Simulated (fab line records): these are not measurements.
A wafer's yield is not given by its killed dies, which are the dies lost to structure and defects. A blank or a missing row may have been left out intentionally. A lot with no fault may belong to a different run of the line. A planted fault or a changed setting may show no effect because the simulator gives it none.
fab line records	flow n5_finfet
[record] lots = 7	wafers = 21
route steps=1938 shown WELL_APT@39 FIN_SAQP@96 SD_EPI_N@268
start_h: hours from the record's opening day to when the first of the lot's shown wafers began	wait_h: time in hours since the lot's previous step	" repeats the value in the row above	L1.1+2: a single row standing in for several wafers	- no value, or no start given	* or withheld: withheld	< > ~ a bound
route shown NAME@n: names a module that has steps shown in the file, with the first one's number in the route	usual: the fault-free wafers' mean and standard deviation	same: alike in all rows	chamber/n: place in a boat	sites: the reading at each site	_std_site: their standard deviation	_edge_site: outer sites' mean less inner sites'	radius_mm: for every site, how far away it sits from the centre of the wafer	mask NAME#n: copy n	behind: tool/chamber where the wafer was last shaped	hold: the reason the lot was held/the length of the hold in hours/how it ended	device: the transistor (n, p or np) that didn't switch	end of line: the same wafers' tests at the end of the route	for a step that has no rows: nothing shown but its recipe	killed: dies lost to structure and defects at the first sort, not the wafer's yield	map: the dies of a wafer, with x for killed, . for not killed, _ for no die there
set.NAME: the setting that was run; set.NAME@STEP: the one run at that earlier step	model.NAME: the simulator's own value behind a step, which no gauge read
lots with deliberately changed settings; one table per step, one row per wafer
[[steps]]
[step N5_WELL_APT_EXPOSE_22]
[recipe] mask_id = PWELL	na = 0.8	source_shape = conventional	sigma_outer = 0.8	polarization = unpolarized	defocus_nm = 0	target_cd_nm = 200	dose_mj = 23.2
lot.wafer	tool	chamber	start_h	wait_h	mask	set.dose_mj
L077.1+3+4	krf_scanner-01	0	32.80	-	PWELL#0	23.2
L081.3	krf_scanner-02	0	56.69	-	PWELL#0	23.92
L081.5+6	"	0	"	"	PWELL#0	23.2
L088.1	krf_scanner-01	0	99.47	-	PWELL#0	24.15
L088.3+5	"	0	"	"	PWELL#0	23.2
L090.1+4+5	krf_scanner-02	0	111.12	-	PWELL#0	23.2
L091.3+4	krf_scanner-02	0	116.71	-	PWELL#0	23.2
L091.6	"	0	"	"	PWELL#0	22.73
L095.3+4+6	krf_scanner-01	0	140.96	-	PWELL#0	23.2
L096.1+4	krf_scanner-01	0	146.67	-	PWELL#0	23.2
L096.5	"	0	"	"	PWELL#0	24.45
[step N5_WELL_APT_PEB_23]
[recipe] peb_temp_c = 130	peb_time_s = 90
[step N5_WELL_APT_DEVELOP_24]
[recipe] develop_time_s = 45	rinse_liquid = surfactant_rinse	dry = air_spin	dev_temp_c = 21
[step N5_WELL_APT_HARDBAKE_29]
[recipe] temp_c = 130	time_s = 120
[step N5_WELL_APT_CD_MEAS_25]
[recipe] target_cd_nm = 200	landing_energy_ev = 500	detector = se_inlens
[usual] cd_nm = 199.2/1.7
lot.wafer	tool	chamber	start_h	wait_h	set.dose_mj@WELL_APT_EXPOSE_22	cd_nm
L077.1	cd_sem-01	0	32.97	-	23.2	197.3
L077.3	"	0	"	"	23.2	197.9
L077.4	"	0	"	"	23.2	198.1
L081.3	cd_sem-02	0	56.86	-	23.92	205.4
L081.5	"	0	"	"	23.2	200.0
L081.6	"	0	"	"	23.2	200.5
L088.1	cd_sem-03	0	99.65	-	24.15	206.6
L088.3	"	0	"	"	23.2	202.0
L088.5	"	0	"	"	23.2	199.6
L090.1	cd_sem-02	0	111.29	-	23.2	201.5
L090.4	"	0	"	"	23.2	198.9
L090.5	"	0	"	"	23.2	196.8
L091.3	cd_sem-03	0	116.87	-	23.2	201.4
L091.4	"	0	"	"	23.2	200.1
L091.6	"	0	"	"	22.73	195.7
L095.3	cd_sem-02	0	141.13	-	23.2	198.0
L095.4	"	0	"	"	23.2	200.6
L095.6	"	0	"	"	23.2	196.9
L096.1	cd_sem-02	0	146.85	-	23.2	198.0
L096.4	"	0	"	"	23.2	200.6
L096.5	"	0	"	"	24.45	208.0
[step N5_WELL_APT_DESCUM_30]
[recipe] chemistry = O2	time_s = 7.9	source_power_w = 50	bias_power_w = 20	pressure_mtorr = 20	rf_frequency_hz = 2.712e+07	temp_c = 40	o2_flow_sccm = 225
lot.wafer	tool	chamber	start_h	wait_h	set.dose_mj@WELL_APT_EXPOSE_22	model.WELL_APT.cd_nm
L077.1	rie_diel-06	2	33.06	0.0	23.2	197.2
L077.3	"	0	"	"	23.2	198.4
L077.4	"	0	"	"	23.2	198.3
L081.3	rie_diel-01	1	57.28	0.4	23.92	205.5
L081.5	"	3	"	"	23.2	199.8
L081.6	"	2	"	"	23.2	200.4
L088.1	rie_diel-06	3	99.74	0.0	24.15	206.6
L088.3	"	0	"	"	23.2	202.2
L088.5	"	3	"	"	23.2	199.5
L090.1	rie_diel-06	3	111.42	0.1	23.2	201.3
L090.4	"	0	"	"	23.2	198.4
L090.5	"	0	"	"	23.2	196.9
L091.3	rie_diel-05	0	116.99	0.1	23.2	201.3
L091.4	"	3	"	"	23.2	200.4
L091.6	"	0	"	"	22.73	195.8
L095.3	rie_diel-05	1	141.22	0.0	23.2	198.2
L095.4	"	2	"	"	23.2	200.7
L095.6	"	1	"	"	23.2	197.3
L096.1	rie_diel-01	3	146.94	0.0	23.2	197.6
L096.4	"	2	"	"	23.2	200.8
L096.5	"	1	"	"	24.45	207.9
[step N5_FIN_SAQP_HM_DEP_03]
[recipe] material = SiNx	target_thk_a = 380	temp_c = 400	precursor = SiH4/NH3/N2	pressure_torr = 1.5	rf_w = 300	time_s = 33.6
lot.wafer	tool	chamber	start_h	wait_h	set.time_s	model.SiNx_of_FIN_SAQP_HM_DEP_03.thk_nm
L077.1	pecvd-04	1	38.77	0.2	33.6	36.45
L077.3	"	1	"	"	31.73	35.31
L077.4	"	0	"	"	31.73	35.03
L081.3	pecvd-04	1	62.96	0.2	33.6	37.96
L081.5	"	1	"	"	33.6	37.71
L081.6	"	0	"	"	34.94	39.15
L088.1	pecvd-02	2	106.42	0.3	33.6	37.18
L088.3	"	0	"	"	33.6	37.11
L088.5	"	0	"	"	33.6	37.87
L090.1	pecvd-03	2	117.61	0.2	33.6	37.06
L090.4	"	1	"	"	33.6	37.73
L090.5	"	0	"	"	33.6	38.2
L091.3	pecvd-04	1	123.56	0.2	33.6	38.32
L091.4	"	0	"	"	29.35	32.77
L091.6	"	0	"	"	29.35	32.68
L095.3	pecvd-02	1	147.08	0.1	33.6	37.67
L095.4	"	1	"	"	33.6	38.9
L095.6	"	2	"	"	33.6	37.87
L096.1	pecvd-03	2	152.88	0.2	33.6	37.56
L096.4	"	2	"	"	33.6	38.07
L096.5	"	1	"	"	33.6	38.41
[step N5_FIN_SAQP_THK_MEAS_05]
[usual] thk_nm = 37.8/0.55
lot.wafer	tool	chamber	start_h	wait_h	set.time_s@FIN_SAQP_HM_DEP_03	thk_nm
L077.1	film_metro-02	-	38.88	0.1	33.6	36.4
L077.3	"	-	"	"	31.73	35.4
L077.4	"	-	"	"	31.73	35.1
L081.3	film_metro-02	-	63.05	0.1	33.6	38.0
L081.5	"	-	"	"	33.6	37.7
L081.6	"	-	"	"	34.94	39.2
L088.1	film_metro-01	-	106.51	0.1	33.6	37.2
L088.3	"	-	"	"	33.6	37.1
L088.5	"	-	"	"	33.6	37.8
L090.1	film_metro-01	-	117.70	0.1	33.6	37.0
L090.4	"	-	"	"	33.6	37.7
L090.5	"	-	"	"	33.6	38.1
L091.3	film_metro-02	-	123.65	0.1	33.6	38.3
L091.4	"	-	"	"	29.35	32.8
L091.6	"	-	"	"	29.35	32.7
L095.3	film_metro-01	-	147.17	0.1	33.6	37.7
L095.4	"	-	"	"	33.6	38.9
L095.6	"	-	"	"	33.6	37.9
L096.1	film_metro-02	-	152.97	0.1	33.6	37.5
L096.4	"	-	"	"	33.6	38.0
L096.5	"	-	"	"	33.6	38.4
[step N5_FIN_SAQP_SPACER1_ALD_24]
[recipe] material = SiO2	target_thk_a = 203	temp_c = 300	ald_precursor_family = BDEAS	ald_co_reactant = O2-plasma	pulse_time_s = 1	purge_time_s = 2	co_reactant_purge_time_s = 2	ald_cycles = 218	pressure_torr = 2
lot.wafer	tool	chamber	start_h	wait_h	set.ald_cycles	model.SiO2_of_FIN_SAQP_SPACER1_ALD_24.thk_nm
L077.1	ald_sin-03	3	40.78	0.3	218	20.6
L077.3+4	"	2,0	"	"	218	20.4
L081.3	ald_sin-03	0	66.17	0.8	236	21.8
L081.5	"	0	"	"	218	20.2
L081.6	"	3	"	"	236	22
L088.1+5	ald_sin-03	2,1	108.40	0.3	218	20.4
L088.3	"	0	"	"	190	17.6
L090.1+4+5	ald_sin-01	0,2,1	119.47	0.3	218	20.4
L091.3	ald_sin-02	0	125.42	0.1	218	20.4
L091.4+6	"	2,3	"	"	240	22.2
L095.3+4	ald_sin-03	3,2	149.10	0.2	191	17.8
L095.6	"	0	"	"	218	20.4
L096.1+4+5	ald_sin-01	2,3,2	155.01	0.3	218	20.4
[step N5_FIN_SAQP_SPACER1_ETCHBACK_25]
[recipe] chemistry = CHF3/O2	mode = anisotropic_etchback	target = SiO2	target_depth_a = 244	time_s = 12.2	pressure_mtorr = 30	source_w = 650	bias_w = 170	Ar_flow_sccm = 200	CHF3_flow_sccm = 50	O2_flow_sccm = 5	ion_energy_ev = 200
[step N5_FIN_SAQP_MANDREL1_REMOVE_56]
[recipe] chemistry = HBr/Cl2/O2	bt_time_s = 10	target = a-Si	stop_on = SiNx	endpoint = OES-SiCl	over_etch_frac = 1	icp_w = 600	bias_w = 22	HBr_flow_sccm = 150	Cl2_flow_sccm = 80	O2_flow_sccm = 5	pressure_mtorr = 10
lot.wafer	tool	chamber	start_h	wait_h	set.ald_cycles@FIN_SAQP_SPACER1_ALD_24	model.FIN_SAQP.cd_nm
L077.1+3	rie_si-03	0,1	41.58	0.1	218	20.6
L077.4	"	3	"	"	218	20.4
L081.3	rie_si-05	0	66.98	0.1	236	21.8
L081.5	"	3	"	"	218	20
L081.6	"	2	"	"	236	22
L088.1	rie_si-02	1	109.20	0.1	218	20.4
L088.3	"	0	"	"	190	17.6
L088.5	"	3	"	"	218	20.2
L090.1+5	rie_si-02	1,3	120.28	0.1	218	20.4
L090.4	"	2	"	"	218	20.6
L091.3	rie_si-02	0	126.23	0.1	218	20.2
L091.4	"	1	"	"	240	22.4
L091.6	"	1	"	"	240	22.2
L095.3+4	rie_si-02	3,1	149.95	0.1	191	17.8
L095.6	"	2	"	"	218	20.4
L096.1+4	rie_si-02	2,1	155.82	0.1	218	20.4
L096.5	"	1	"	"	218	20.6
[step N5_FIN_SAQP_CD_MEAS_27]
[recipe] target_cd_nm = 20	landing_energy_ev = 1000	detector = se_inlens	polarity = line
[usual] cd_nm = 20.30/0.22
lot.wafer	tool	chamber	start_h	wait_h	set.ald_cycles@FIN_SAQP_SPACER1_ALD_24	cd_nm
L077.1	cd_sem-03	0	41.69	0.1	218	20.64
L077.3	"	0	"	"	218	20.55
L077.4	"	0	"	"	218	20.44
L081.3	cd_sem-01	0	67.09	0.1	236	22.03
L081.5	"	0	"	"	218	20.11
L081.6	"	0	"	"	236	22.09
L088.1	cd_sem-01	0	109.31	0.1	218	20.33
L088.3	"	0	"	"	190	17.39
L088.5	"	0	"	"	218	20.30
L090.1	cd_sem-01	0	120.39	0.1	218	20.24
L090.4	"	0	"	"	218	20.59
L090.5	"	0	"	"	218	20.08
L091.3	cd_sem-02	0	126.35	0.1	218	20.29
L091.4	"	0	"	"	240	22.36
L091.6	"	0	"	"	240	22.49
L095.3	cd_sem-02	0	150.07	0.1	191	17.71
L095.4	"	0	"	"	191	17.84
L095.6	"	0	"	"	218	20.63
L096.1	cd_sem-03	0	155.93	0.1	218	20.35
L096.4	"	0	"	"	218	19.96
L096.5	"	0	"	"	218	20.97
[step N5_FIN_SAQP_ETCH_69]
[recipe] chemistry = N2/H2	target = SOC	target_depth_a = 1500	stop_on = SiNx	ion_energy_ev = 100	bias_w = 61	pressure_mtorr = 30	source_w = 850	n2_flow_sccm = 200	h2_flow_sccm = 200
lot.wafer	tool	chamber	start_h	wait_h	set.target_depth_a	model.etch.depth_nm
L077.1	rie_diel-01	3	42.65	-	1362	51.17
L077.3	"	1	"	"	1500	54.95
L077.4	"	0	"	"	1500	55
L081.3	rie_diel-01	0	67.86	-	1500	54.33
L081.5	"	0	"	"	1426	51.59
L081.6	"	1	"	"	1500	54.28
L088.1+3	rie_diel-01	3,0	110.03	-	1500	55
L088.5	"	2	"	"	1555	55
L090.1	rie_diel-06	1	121.11	-	1500	50.74
L090.4	"	0	"	"	1500	53.88
L090.5	"	0	"	"	1500	54
L091.3	rie_diel-05	3	127.06	-	1500	54.2
L091.4	"	2	"	"	1500	55
L091.6	"	0	"	"	1449	51.16
L095.3	rie_diel-05	2	151.29	-	1331	48.48
L095.4	"	1	"	"	1331	50.22
L095.6	"	1	"	"	1500	55
L096.1+4	rie_diel-01	3	156.74	-	1500	55
L096.5	"	1	"	"	1500	54.57
[step N5_FIN_SAQP_ETCH_67]
[recipe] chemistry = CH3F/O2	target = SiNx	target_depth_a = 300	mask_material = SOC	pressure_mtorr = 30	source_w = 395	bias_w = 73	Ar_flow_sccm = 150	CH3F_flow_sccm = 30	O2_flow_sccm = 20	ion_energy_ev = 120
[step N5_FIN_SAQP_STRIP_70]
[recipe] chemistry = N2/H2	power_w = 500	temp_c = 40	pressure_mtorr = 50	rf_frequency_hz = 6e+07	overash_fraction = 0.3	bias_power_w = 28	h2_frac = 0.5	n2_flow_sccm = 300	h2_flow_sccm = 300
[step N5_FIN_SAQP_SPACER2_ALD_28]
[recipe] material = SiO2	target_thk_a = 81	temp_c = 300	ald_precursor_family = BDEAS	ald_co_reactant = O2-plasma	pulse_time_s = 1	purge_time_s = 2	co_reactant_purge_time_s = 2	pressure_torr = 2
[step N5_FIN_SAQP_SPACER2_ETCHBACK_29]
[recipe] chemistry = CHF3/O2	mode = anisotropic_etchback	target = SiO2	target_depth_a = 122	time_s = 6.1	pressure_mtorr = 30	source_w = 650	bias_w = 170	Ar_flow_sccm = 200	CHF3_flow_sccm = 50	O2_flow_sccm = 5	ion_energy_ev = 200
[step N5_FIN_SAQP_MANDREL2_REMOVE_60]
[recipe] chemistry = HBr/Cl2/O2	bt_time_s = 10	target = a-Si	stop_on = SiNx	endpoint = OES-SiCl	over_etch_frac = 1	icp_w = 600	bias_w = 22	HBr_flow_sccm = 150	Cl2_flow_sccm = 80	O2_flow_sccm = 5	pressure_mtorr = 10
lot.wafer	tool	chamber	start_h	wait_h	set.time_s@FIN_SAQP_HM_DEP_03	model.SiNx_of_FIN_SAQP_HM_DEP_03.thk_nm
L077.1	rie_si-05	0	43.64	0.1	33.6	35.8
L077.3	"	2	"	"	31.73	34.6
L077.4	"	3	"	"	31.73	34.4
L081.3	rie_si-05	2	68.75	0.1	33.6	37.4
L081.5	"	0	"	"	33.6	37
L081.6	"	3	"	"	34.94	38.4
L088.1	rie_si-02	1	110.81	0.1	33.6	36.6
L088.3	"	3	"	"	33.6	36.4
L088.5	"	1	"	"	33.6	37.2
L090.1	rie_si-05	1	121.83	0.1	33.6	36.4
L090.4	"	2	"	"	33.6	37.2
L090.5	"	2	"	"	33.6	37.4
L091.3	rie_si-05	1	128.02	0.1	33.6	37.6
L091.4	"	0	"	"	29.35	32.2
L091.6	"	1	"	"	29.35	32
L095.3	rie_si-03	0	152.23	0.1	33.6	37
L095.4	"	1	"	"	33.6	38.2
L095.6	"	0	"	"	33.6	37.2
L096.1	rie_si-02	0	157.45	0.1	33.6	36.8
L096.4	"	3	"	"	33.6	37.4
L096.5	"	3	"	"	33.6	37.6
[step N5_FIN_SAQP_HM_OPEN_33]
[recipe] chemistry = CH3F/O2	target = SiNx	mask_material = SiO2	target_depth_a = 494	time_s = 70.6	pressure_mtorr = 30	source_w = 395	bias_w = 73	Ar_flow_sccm = 150	CH3F_flow_sccm = 30	O2_flow_sccm = 20	ion_energy_ev = 120	ends = cleared
lot.wafer	tool	chamber	start_h	wait_h	set.time_s@FIN_SAQP_HM_DEP_03	model.etch.depth_nm
L077.1	rie_diel-05	0	43.80	0.0	33.6	35.82
L077.3	"	3	"	"	31.73	34.57
L077.4	"	1	"	"	31.73	34.33
L081.3	rie_diel-06	0	68.92	0.1	33.6	37.34
L081.5	"	1	"	"	33.6	37.08
L081.6	"	0	"	"	34.94	38.45
L088.1	rie_diel-06	3	111.13	0.2	33.6	36.55
L088.3	"	0	"	"	33.6	36.41
L088.5	"	1	"	"	33.6	37.24
L090.1	rie_diel-05	3	122.05	0.1	33.6	36.43
L090.4	"	0	"	"	33.6	37.11
L090.5	"	3	"	"	33.6	37.47
L091.3	rie_diel-05	2	128.24	0.1	33.6	37.63
L091.4	"	1	"	"	29.35	32.14
L091.6	"	2	"	"	29.35	31.95
L095.3	rie_diel-05	1	152.52	0.2	33.6	36.94
L095.4	"	2	"	"	33.6	38.21
L095.6	"	1	"	"	33.6	37.24
L096.1	rie_diel-06	1	157.61	0.0	33.6	36.83
L096.4	"	2	"	"	33.6	37.44
L096.5	"	0	"	"	33.6	37.68
[step N5_FIN_SAQP_ETCH_34]
[recipe] chemistry = C4F6/O2	target = SiO2	target_depth_a = 450	time_s = 15	ion_energy_ev = 250	pressure_mtorr = 30	source_w = 345	bias_w = 185	Ar_flow_sccm = 300	C4F6_flow_sccm = 10	O2_flow_sccm = 10	ends = cleared
lot.wafer	tool	chamber	start_h	wait_h	set.time_s@FIN_SAQP_HM_DEP_03	model.SiNx_of_FIN_SAQP_HM_DEP_03.thk_nm
L077.1	rie_diel-05	0	43.87	0.0	33.6	32.8
L077.3	"	3	"	"	31.73	31.8
L077.4	"	1	"	"	31.73	31.4
L081.3	rie_diel-06	0	68.99	0.0	33.6	34.4
L081.5	"	1	"	"	33.6	34.2
L081.6	"	0	"	"	34.94	35.6
L088.1+3	rie_diel-06	3,0	111.20	0.0	33.6	33.6
L088.5	"	1	"	"	33.6	34.4
L090.1	rie_diel-05	3	122.12	0.0	33.6	33.6
L090.4	"	0	"	"	33.6	34.2
L090.5	"	3	"	"	33.6	34.6
L091.3	rie_diel-05	2	128.31	0.0	33.6	34.8
L091.4	"	1	"	"	29.35	29.2
L091.6	"	2	"	"	29.35	29
L095.3	rie_diel-05	1	152.59	0.0	33.6	34
L095.4	"	2	"	"	33.6	35.4
L095.6	"	1	"	"	33.6	34.2
L096.1	rie_diel-06	1	157.68	0.0	33.6	34
L096.4	"	2	"	"	33.6	34.6
L096.5	"	0	"	"	33.6	34.8
[step N5_SD_EPI_N_PEB_07]
[recipe] peb_temp_c = 110	peb_time_s = 60	resist = CAR-ArF-block
lot.wafer	tool	chamber	start_h	wait_h	set.peb_temp_c
L077.1+3	litho_track-01	0	65.68	0.1	110
L077.4	"	0	"	"	108.4
L081.3	litho_track-04	0	90.52	0.0	107.5
L081.5+6	"	0	"	"	110
L088.1	litho_track-05	0	133.26	0.1	108.5
L088.3+5	"	0	"	"	110
L090.1+4+5	litho_track-05	0	144.52	0.1	110
L091.3+6	litho_track-04	0	150.20	0.0	111.4
L091.4	"	0	"	"	110
L095.3	litho_track-04	0	174.90	0.0	113
L095.4+6	"	0	"	"	110
L096.1+4+5	litho_track-05	0	179.44	0.1	110
[step N5_SD_EPI_N_DEVELOP_08]
[recipe] develop_time_s = 30	developer = TMAH	resist = CAR-ArF-block	dev_temp_c = 23	rinse_liquid = diw	dry = air_spin
[step N5_SD_EPI_N_CD_MEAS_09]
[recipe] target_cd_nm = 120	landing_energy_ev = 500	detector = se_inlens
[usual] cd_nm = 119.9/0.74
lot.wafer	tool	chamber	start_h	wait_h	set.peb_temp_c@SD_EPI_N_PEB_07	cd_nm
L077.1	cd_sem-03	0	65.74	-	110	118.9
L077.3	"	0	"	"	110	119.0
L077.4	"	0	"	"	108.4	114.6
L081.3	cd_sem-02	0	90.58	-	107.5	112.7
L081.5	"	0	"	"	110	119.5
L081.6	"	0	"	"	110	119.1
L088.1	cd_sem-01	0	133.33	-	108.5	115.5
L088.3	"	0	"	"	110	120.2
L088.5	"	0	"	"	110	121.1
L090.1	cd_sem-01	0	144.59	-	110	119.4
L090.4	"	0	"	"	110	120.1
L090.5	"	0	"	"	110	119.1
L091.3	cd_sem-01	0	150.27	-	111.4	124.0
L091.4	"	0	"	"	110	119.9
L091.6	"	0	"	"	111.4	122.9
L095.3	cd_sem-02	0	174.97	-	113	127.0
L095.4	"	0	"	"	110	119.6
L095.6	"	0	"	"	110	119.5
L096.1	cd_sem-01	0	179.51	-	110	119.5
L096.4	"	0	"	"	110	121.1
L096.5	"	0	"	"	110	118.8
[step N5_SD_EPI_N_DESCUM_14]
[recipe] chemistry = O2	time_s = 7.9	source_power_w = 50	bias_power_w = 20	pressure_mtorr = 20	rf_frequency_hz = 2.712e+07	temp_c = 40	resist = CAR-ArF-block	o2_flow_sccm = 225
lot.wafer	tool	chamber	start_h	wait_h	set.peb_temp_c@SD_EPI_N_PEB_07	model.SD_EPI_N.cd_nm
L077.1	rie_diel-01	3	65.83	0.0	110	119
L077.3	"	2	"	"	110	118.8
L077.4	"	0	"	"	108.4	114.6
L081.3	rie_diel-05	0	90.67	0.0	107.5	112.6
L081.5	"	2	"	"	110	119.6
L081.6	"	3	"	"	110	119.4
L088.1	rie_diel-05	3	133.42	0.0	108.5	115.8
L088.3	"	0	"	"	110	120.4
L088.5	"	3	"	"	110	121.2
L090.1	rie_diel-05	2	144.67	0.0	110	119.6
L090.4	"	0	"	"	110	119.8
L090.5	"	0	"	"	110	119.4
L091.3	rie_diel-01	3	151.02	0.7	111.4	124
L091.4	"	0	"	"	110	120.2
L091.6	"	2	"	"	111.4	122.8
L095.3	rie_diel-01	3	175.06	0.0	113	127.2
L095.4	"	2	"	"	110	119.6
L095.6	"	1	"	"	110	119.4
L096.1	rie_diel-01	2	179.87	0.3	110	119.8
L096.4	"	0	"	"	110	120.6
L096.5	"	3	"	"	110	119
[step N5_SD_EPI_N_ETCH_34]
[recipe] chemistry = CF4	target = SiARC	target_depth_a = 455	mask_material = CAR-ArF-block	time_s = 75.8	ion_energy_ev = 80	pressure_mtorr = 40	source_w = 545	bias_w = 36	Ar_flow_sccm = 100	cf4_flow_sccm = 100	ends = cleared
[step N5_SD_EPI_N_ETCH_35]
[recipe] chemistry = N2/H2	target = SOC	overetch_a = 1080	mask_material = SiARC	temp_c = 40	ion_energy_ev = 100	source_w = 3000	bias_w = 133	pressure_mtorr = 20	time_s = 486	n2_flow_sccm = 200	h2_flow_sccm = 200
[step N5_SD_EPI_N_STRIP_36]
[recipe] chemistry = N2/H2	temp_c = 40	n2_flow_sccm = 200	h2_flow_sccm = 200	rf_frequency_hz = 6e+07
[step N5_SD_EPI_N_ETCHBACK_44]
[recipe] chemistry = CH3F/O2	mode = anisotropic_etchback	target = SiNx	target_depth_a = 145	stop_on = SiO2	over_etch_frac = 0.3	ion_energy_ev = 120	pressure_mtorr = 30	source_w = 395	bias_w = 73	Ar_flow_sccm = 150	CH3F_flow_sccm = 30	O2_flow_sccm = 20
lot.wafer	tool	chamber	start_h	wait_h	set.peb_temp_c@SD_EPI_N_PEB_07	model.SD_EPI_N.cd_nm
L077.1	rie_diel-01	3	66.25	0.0	110	119
L077.3	"	2	"	"	110	117.8
L077.4	"	0	"	"	108.4	115
L081.3	rie_diel-05	0	91.08	0.0	107.5	113.8
L081.5	"	2	"	"	110	120.2
L081.6	"	3	"	"	110	119.8
L088.1	rie_diel-05	3	133.83	0.0	108.5	115.4
L088.3	"	0	"	"	110	119.8
L088.5	"	3	"	"	110	121
L090.1	rie_diel-05	2	145.09	0.0	110	119.2
L090.4+5	"	0	"	"	110	120.4
L091.3	rie_diel-01	3	151.43	0.0	111.4	125.2
L091.4	"	0	"	"	110	119.8
L091.6	"	2	"	"	111.4	122.8
L095.3	rie_diel-01	3	175.47	0.0	113	127.8
L095.4	"	2	"	"	110	119.8
L095.6	"	1	"	"	110	120.2
L096.1	rie_diel-01	2	180.29	0.0	110	119.8
L096.4	"	0	"	"	110	121.2
L096.5	"	3	"	"	110	119.6
[[key]]
[split] step = N5_WELL_APT_EXPOSE_22	setting = dose_mj	stated = 23.2	by = wafer
[response] step = N5_WELL_APT_CD_MEAS_25	reading = cd_nm	change = +1.63	per = 1%	r = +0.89
[response] step = N5_WELL_APT_DESCUM_30	reading = model.WELL_APT.cd_nm	change = +1.64	per = 1%	r = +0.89
[split] step = N5_FIN_SAQP_HM_DEP_03	setting = time_s	stated = 33.6	by = wafer
[response] step = N5_FIN_SAQP_HM_DEP_03	reading = model.SiNx_of_FIN_SAQP_HM_DEP_03.thk_nm	change = +0.402	per = 1%	r = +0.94
[response] step = N5_FIN_SAQP_THK_MEAS_05	reading = thk_nm	change = *	per = 1%	r = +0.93
[response] step = N5_FIN_SAQP_MANDREL2_REMOVE_60	reading = model.SiNx_of_FIN_SAQP_HM_DEP_03.thk_nm	change = +0.394	per = 1%	r = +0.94
[response] step = N5_FIN_SAQP_HM_OPEN_33	reading = model.etch.depth_nm	change = +0.402	per = 1%	r = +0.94
[response] step = N5_FIN_SAQP_ETCH_34	reading = model.SiNx_of_FIN_SAQP_HM_DEP_03.thk_nm	change = +0.406	per = 1%	r = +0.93
[split] step = N5_FIN_SAQP_SPACER1_ALD_24	setting = ald_cycles	stated = 218	by = wafer
[response] step = N5_FIN_SAQP_SPACER1_ALD_24	reading = model.SiO2_of_FIN_SAQP_SPACER1_ALD_24.thk_nm	change = +0.206	per = 1%	r = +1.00
[response] step = N5_FIN_SAQP_MANDREL1_REMOVE_56	reading = model.FIN_SAQP.cd_nm	change = +0.212	per = 1%	r = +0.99
[response] step = N5_FIN_SAQP_CD_MEAS_27	reading = cd_nm	change = +0.227	per = 1%	r = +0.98
[split] step = N5_FIN_SAQP_ETCH_69	setting = target_depth_a	stated = 1500	by = wafer
[response] step = N5_FIN_SAQP_ETCH_69	reading = model.etch.depth_nm	change = +0.475	per = 1%	r = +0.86
[split] step = N5_SD_EPI_N_PEB_07	setting = peb_temp_c	stated = 110	by = wafer
[response] step = N5_SD_EPI_N_CD_MEAS_09	reading = cd_nm	change = +2.92	per = 1%	r = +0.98
[response] step = N5_SD_EPI_N_DESCUM_14	reading = model.SD_EPI_N.cd_nm	change = +2.96	per = 1%	r = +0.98
[response] step = N5_SD_EPI_N_ETCHBACK_44	reading = model.SD_EPI_N.cd_nm	change = +2.88	per = 1%	r = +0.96
